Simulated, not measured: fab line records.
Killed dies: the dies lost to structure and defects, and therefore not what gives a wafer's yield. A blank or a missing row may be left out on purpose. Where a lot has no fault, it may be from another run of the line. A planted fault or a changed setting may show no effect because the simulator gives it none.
Matching of chambers || flow nand_harc || 4 sister chambers for NHARC_P_CONTACT_DESCUM_17 on rie_diel-10
The step chemistry O2, time 3 s. 16 wafers are shown with their chamber, then 8 later ones without.

## WAFERS, EACH WITH ITS CHAMBER
{"wafer": "L075.3", "chamber": 2, "oes_product_au (a.u.)": 0.993, "throttle_valve_pct (%)": 11.303, "rf_vpp_V (V)": 57.4}
{"wafer": "L075.4", "chamber": 0, "oes_product_au (a.u.)": 0.998, "throttle_valve_pct (%)": 11.302, "rf_vpp_V (V)": 57.4}
{"wafer": "L075.5", "chamber": 3, "oes_product_au (a.u.)": 0.991, "throttle_valve_pct (%)": 11.330, "rf_vpp_V (V)": 57.4}
{"wafer": "L077.2", "chamber": 3, "oes_product_au (a.u.)": 0.994, "throttle_valve_pct (%)": 11.304, "rf_vpp_V (V)": 58.3}
{"wafer": "L077.3", "chamber": 1, "oes_product_au (a.u.)": 1.012, "throttle_valve_pct (%)": 11.305, "rf_vpp_V (V)": 58.1}
{"wafer": "L077.4", "chamber": 2, "oes_product_au (a.u.)": 0.993, "throttle_valve_pct (%)": 11.305, "rf_vpp_V (V)": 59.4}
{"wafer": "L079.3", "chamber": 3, "oes_product_au (a.u.)": 0.988, "throttle_valve_pct (%)": 11.326, "rf_vpp_V (V)": 57.8}
{"wafer": "L079.4", "chamber": 2, "oes_product_au (a.u.)": 0.992, "throttle_valve_pct (%)": 11.309, "rf_vpp_V (V)": 58.0}
{"wafer": "L079.5", "chamber": 0, "oes_product_au (a.u.)": 1.001, "throttle_valve_pct (%)": 11.323, "rf_vpp_V (V)": 58.8}
{"wafer": "L081.2", "chamber": 3, "oes_product_au (a.u.)": 0.997, "throttle_valve_pct (%)": 11.318, "rf_vpp_V (V)": 56.7}
{"wafer": "L081.4", "chamber": 0, "oes_product_au (a.u.)": 0.995, "throttle_valve_pct (%)": 11.325, "rf_vpp_V (V)": 58.2}
{"wafer": "L081.5", "chamber": 3, "oes_product_au (a.u.)": 1.001, "throttle_valve_pct (%)": 11.322, "rf_vpp_V (V)": 57.2}
{"wafer": "L083.1", "chamber": 0, "oes_product_au (a.u.)": 0.993, "throttle_valve_pct (%)": 11.304, "rf_vpp_V (V)": 58.7}
{"wafer": "L083.4", "chamber": 3, "oes_product_au (a.u.)": 0.997, "throttle_valve_pct (%)": 11.321, "rf_vpp_V (V)": 57.5}
{"wafer": "L083.5", "chamber": 1, "oes_product_au (a.u.)": 1.005, "throttle_valve_pct (%)": 11.319, "rf_vpp_V (V)": 58.4}
{"wafer": "L087.1", "chamber": 1, "oes_product_au (a.u.)": 0.998, "throttle_valve_pct (%)": 11.303, "rf_vpp_V (V)": 59.4}

SIGNATURES, as means of the wafers listed above
{"reading": "oes_product_au", "chamber 0": 0.99675, "chamber 1": 1.00500, "chamber 2": 0.99267, "chamber 3": 0.99467, "scatter within a chamber": 0.00452}
{"reading": "throttle_valve_pct", "chamber 0": 11.31350, "chamber 1": 11.30900, "chamber 2": 11.30567, "chamber 3": 11.32017, "scatter within a chamber": 0.0092}
{"reading": "rf_vpp_V", "chamber 0": 58.275, "chamber 1": 58.633, "chamber 2": 58.267, "chamber 3": 57.483, "scatter within a chamber": 0.691}
Rule: for each reading, subtract the chamber's mean from the wafer's reading, divide by that reading's scatter and square the result; add these up over the readings and take the root, which gives the wafer's distance from the chamber. The wafer belongs to the nearest chamber; if the next one is less than 2 further off, it can't be placed. The scatter: the root of (the sum of the squares of (reading less its chamber's mean) over the shown wafers, divided by (wafers less chambers)).

## WAFERS MISSING THEIR CHAMBER
{"wafer": "L087.2", "oes_product_au (a.u.)": 0.990, "throttle_valve_pct (%)": 11.320, "rf_vpp_V (V)": 57.0}
{"wafer": "L087.4", "oes_product_au (a.u.)": 1.011, "throttle_valve_pct (%)": 11.327, "rf_vpp_V (V)": 56.9}
{"wafer": "L090.1", "oes_product_au (a.u.)": 0.995, "throttle_valve_pct (%)": 11.307, "rf_vpp_V (V)": 58.8}
{"wafer": "L090.3", "oes_product_au (a.u.)": 0.995, "throttle_valve_pct (%)": 11.313, "rf_vpp_V (V)": 57.0}
{"wafer": "L090.5", "oes_product_au (a.u.)": 0.988, "throttle_valve_pct (%)": 11.318, "rf_vpp_V (V)": 59.0}
{"wafer": "L096.3", "oes_product_au (a.u.)": 1.010, "throttle_valve_pct (%)": 11.322, "rf_vpp_V (V)": 58.7}
{"wafer": "L096.4", "oes_product_au (a.u.)": 1.000, "throttle_valve_pct (%)": 11.309, "rf_vpp_V (V)": 57.4}
{"wafer": "L096.5", "oes_product_au (a.u.)": 0.993, "throttle_valve_pct (%)": 11.310, "rf_vpp_V (V)": 58.8}

## CHAMBER TAKEN BY EACH
{"wafer": "L087.2", "from the rows above": "can't be placed: 3 or 2 or 0", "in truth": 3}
{"wafer": "L087.4", "from the rows above": "can't be placed: 1 or 3 or 0 or 2", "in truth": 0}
{"wafer": "L090.1", "from the rows above": "can't be placed: 2 or 0 or 1 or 3", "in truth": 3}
{"wafer": "L090.3", "from the rows above": "can't be placed: 3 or 0 or 2", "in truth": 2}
{"wafer": "L090.5", "from the rows above": "can't be placed: 2 or 0 or 3 or 1", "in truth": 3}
{"wafer": "L096.3", "from the rows above": "can't be placed: 1 or 0", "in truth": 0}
{"wafer": "L096.4", "from the rows above": "can't be placed: 0 or 3 or 2 or 1", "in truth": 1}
{"wafer": "L096.5", "from the rows above": "can't be placed: 2 or 0 or 3 or 1", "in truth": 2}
0 of 8 placed correctly. Unplaceable from these rows: 8, with the true chamber sitting among the candidates in 8. Number placed wrongly: 0.
